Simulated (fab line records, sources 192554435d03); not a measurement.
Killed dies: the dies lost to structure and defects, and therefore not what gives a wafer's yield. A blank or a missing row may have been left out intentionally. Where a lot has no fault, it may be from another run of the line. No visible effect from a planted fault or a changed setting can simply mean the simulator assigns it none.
Which tool did it? ; flow n5_finfet ; Sampling: 14 lots, 42 wafers, 4 of 1938 route steps

WHAT EACH GAUGE READ, for each wafer
The record lacks any reading of a measuring or inspecting step that a usual standard deviation could be used to judge.

TOOL THAT RAN EACH LOT (tool first, then ch and the chambers of the sampled wafers, then the start)
lot;N5_HKMG_FIN_STRIP_69;N5_HKMG_FIN_CMP_94;N5_GATE_CUT_EXPOSE_10;N5_GATE_CUT_STRIP_42
L505;plasma_asher-01 ch 1, day 4 14:06;cmp-04 ch 0,1, day 4 15:29;euv_scanner-01 ch 0, day 4 19:20;rie_diel-02 ch 0,3, day 4 20:12
L506;plasma_asher-02 ch 0,1, day 4 21:58;cmp-03 ch 2,3, day 4 23:23;euv_scanner-01 ch 0, day 5 03:02;rie_diel-01 ch 2,3, day 5 03:32
L515;plasma_asher-02 ch 0,1, day 7 00:52;cmp-03 ch 1,2,3, day 7 02:18;euv_scanner-02, day 7 06:03;rie_diel-02 ch 0,1, day 7 06:32
L516;plasma_asher-02 ch 0,1, day 7 06:32;cmp-04 ch 0,1,3, day 7 07:56;euv_scanner-01, day 7 11:44;rie_diel-03 ch 0,1,3, day 7 12:14
L517;plasma_asher-01 ch 0,1, day 7 15:43;cmp-03 ch 0,2, day 7 17:09;euv_scanner-01 ch 0, day 7 20:58;rie_diel-02 ch 0,2,3, day 7 21:28
L518;plasma_asher-01 ch 0,1, day 7 20:00;cmp-02 ch 1,2, day 7 21:26;euv_scanner-01 ch 0, day 8 01:11;rie_diel-02 ch 0,2,3, day 8 01:41
L519;plasma_asher-02 ch 0,1, day 7 23:54;cmp-04 ch 0,2, day 8 01:18;euv_scanner-02 ch 0, day 8 05:14;rie_diel-02 ch 0,1,3, day 8 05:44
L520;plasma_asher-01 ch 0,1, day 8 06:43;cmp-04 ch 0,1,2, day 8 08:07;euv_scanner-01 ch 0, day 8 12:00;rie_diel-01 ch 0,2,3, day 8 12:30
L522;plasma_asher-01 ch 0,1, day 8 23:34;cmp-03 ch 0,1, day 9 00:50;euv_scanner-01 ch 0, day 9 04:50;rie_diel-03 ch 2,3, day 9 05:19
L523;plasma_asher-01 ch 0,1, day 9 01:58;cmp-04 ch 0,1,2, day 9 03:22;euv_scanner-01 ch 0, day 9 07:30;rie_diel-03 ch 1,2,3, day 9 08:00
L524;plasma_asher-02 ch 0,1, day 9 09:17;cmp-02 ch 0,2,3, day 9 10:47;euv_scanner-01 ch 0, day 9 14:41;rie_diel-03 ch 0,2,3, day 9 15:45
L525;plasma_asher-02 ch 1, day 9 14:32;cmp-02 ch 0,1, day 9 16:02;euv_scanner-01 ch 0, day 9 20:02;rie_diel-03 ch 0,1,3, day 9 20:32
L526;plasma_asher-02 ch 0,1, day 10 00:32;cmp-03 ch 0,1, day 10 01:49;euv_scanner-01 ch 0, day 10 05:30;rie_diel-02 ch 2,3, day 10 05:59
L527;plasma_asher-02 ch 0,1, day 10 04:08;cmp-02 ch 2,3, day 10 05:38;euv_scanner-02 ch 0, day 10 09:56;rie_diel-02 ch 2,3, day 10 10:26
- N5_HKMG_FIN_STRIP_69: strips in N2/H2, time 360 s.
- N5_HKMG_FIN_CMP_94: polishes, stops on SiNx, t overpolish 4.7 s, target thk 43.299 nm.
- N5_GATE_CUT_EXPOSE_10: exposes mask GATE CUT, target cd 20 nm.
- N5_GATE_CUT_STRIP_42: strips in O2.

AS READ BY THE TOOLS THEMSELVES (means over the sampled wafers that have a number; for cases with no such wafer, the mark the record gives instead)
N5_HKMG_FIN_STRIP_69. Usual: drypump_motor_current_A 5.43 A, standard deviation 0.11; heater_power_w 470 W, standard deviation 14.
lot;tool;drypump_motor_current_A (A);heater_power_w (W);flag
L505;plasma_asher-01;5.27;451;
L506;plasma_asher-02;5.42;471;
L515;plasma_asher-02;5.43;481;
L516;plasma_asher-02;5.41;482;
L517;plasma_asher-01;5.48;454;
L518;plasma_asher-01;5.38;453;
L519;plasma_asher-02;5.43;474;
L520;plasma_asher-01;5.38;447;
L522;plasma_asher-01;5.49;463;
L523;plasma_asher-01;5.38;453;
L524;plasma_asher-02;5.40;477;
L525;plasma_asher-02;5.41;471;
L526;plasma_asher-02;5.46;475;
L527;plasma_asher-02;5.40;477;

N5_HKMG_FIN_CMP_94. Usual: motor_current_A 12.0 A, standard deviation 1.7.
lot;tool;motor_current_A (A);flag
L505;cmp-04;11.3;
L506;cmp-03;12.0;
L515;cmp-03;11.5;
L516;cmp-04;11.6;
L517;cmp-03;14.1;
L518;cmp-02;11.0;
L519;cmp-04;10.6;
L520;cmp-04;11.3;
L522;cmp-03;14.3;
L523;cmp-04;11.5;
L524;cmp-02;12.4;
L525;cmp-02;11.0;
L526;cmp-03;15.1;
L527;cmp-02;11.8;

N5_GATE_CUT_EXPOSE_10. Usual: exposure_dose_mJ_cm2 43.15, standard deviation 0.052; focus_offset_nm 0.0 nm, standard deviation 0.54.
lot;tool;exposure_dose_mJ_cm2;focus_offset_nm (nm);flag
L505;euv_scanner-01;43.19;-0.5;
L506;euv_scanner-01;43.16;-0.7;
L515;euv_scanner-02;-;-;OFF
L516;euv_scanner-01;-;-;OFF
L517;euv_scanner-01;43.10;0.2;
L518;euv_scanner-01;43.17;0.2;
L519;euv_scanner-02;43.11;0.1;
L520;euv_scanner-01;43.21;-0.5;
L522;euv_scanner-01;43.24;-0.1;
L523;euv_scanner-01;43.19;0.5;
L524;euv_scanner-01;43.19;0.5;
L525;euv_scanner-01;43.18;-0.8;
L526;euv_scanner-01;43.12;0.1;
L527;euv_scanner-02;43.12;-0.1;

N5_GATE_CUT_STRIP_42. Usual: drypump_motor_current_A 5.6 A, standard deviation 0.35; oes_product_au 0.78 a.u., standard deviation 0.082; rf_vpp_V 3.6 V, standard deviation 0.47; showerhead_plenum_p_Torr 2.11 Torr, standard deviation 0.076; throttle_valve_pct 16.86 %, standard deviation 0.22.
lot;tool;drypump_motor_current_A (A);oes_product_au (a.u.);rf_vpp_V (V);showerhead_plenum_p_Torr (Torr);throttle_valve_pct (%);flag
L505;rie_diel-02;5.6;0.84;3.9;2.05;16.60;
L506;rie_diel-01;5.8;0.75;3.9;2.12;16.88;
L515;rie_diel-02;5.7;0.78;3.8;2.14;16.71;
L516;rie_diel-03;5.6;0.73;3.9;2.06;17.02;
L517;rie_diel-02;5.5;0.85;3.4;2.13;16.67;
L518;rie_diel-02;5.5;0.85;3.9;2.12;16.67;
L519;rie_diel-02;5.5;0.85;3.4;2.16;16.69;
L520;rie_diel-01;5.9;0.73;3.3;2.09;16.92;
L522;rie_diel-03;5.4;0.75;3.4;2.10;17.10;
L523;rie_diel-03;5.6;0.81;3.9;2.14;16.95;
L524;rie_diel-03;5.4;0.75;3.7;2.10;17.02;
L525;rie_diel-03;5.6;0.79;3.4;2.14;16.90;
L526;rie_diel-02;5.4;0.78;3.9;2.12;16.87;
L527;rie_diel-02;5.4;0.78;3.6;2.12;16.86;

THE ANSWER, worked out from the rows above alone
Rule: lot off if the mean of its wafers having a number is beyond 3 standard deviations from the usual mean. A lot without any number at a reading at which 4 lots or more have one is off too. The other lots that the step has rows for count as sound. The gauges are gone through in route order, then the tools' own readings, and for those a lot's mean is taken as printed above. At the first step where some lot is off, the reading lying furthest off is the one used; lots without a number count as furthest.
Off, at N5_GATE_CUT_EXPOSE_10 on exposure_dose_mJ_cm2: L515, L516. Without a number there: L515, L516.
A tool fits if, at that step or a process step before it, it ran every lot that is off, and no sound lot after the first of them. None of those tried fits.

WHAT THE SIMULATOR HAD INSERTED
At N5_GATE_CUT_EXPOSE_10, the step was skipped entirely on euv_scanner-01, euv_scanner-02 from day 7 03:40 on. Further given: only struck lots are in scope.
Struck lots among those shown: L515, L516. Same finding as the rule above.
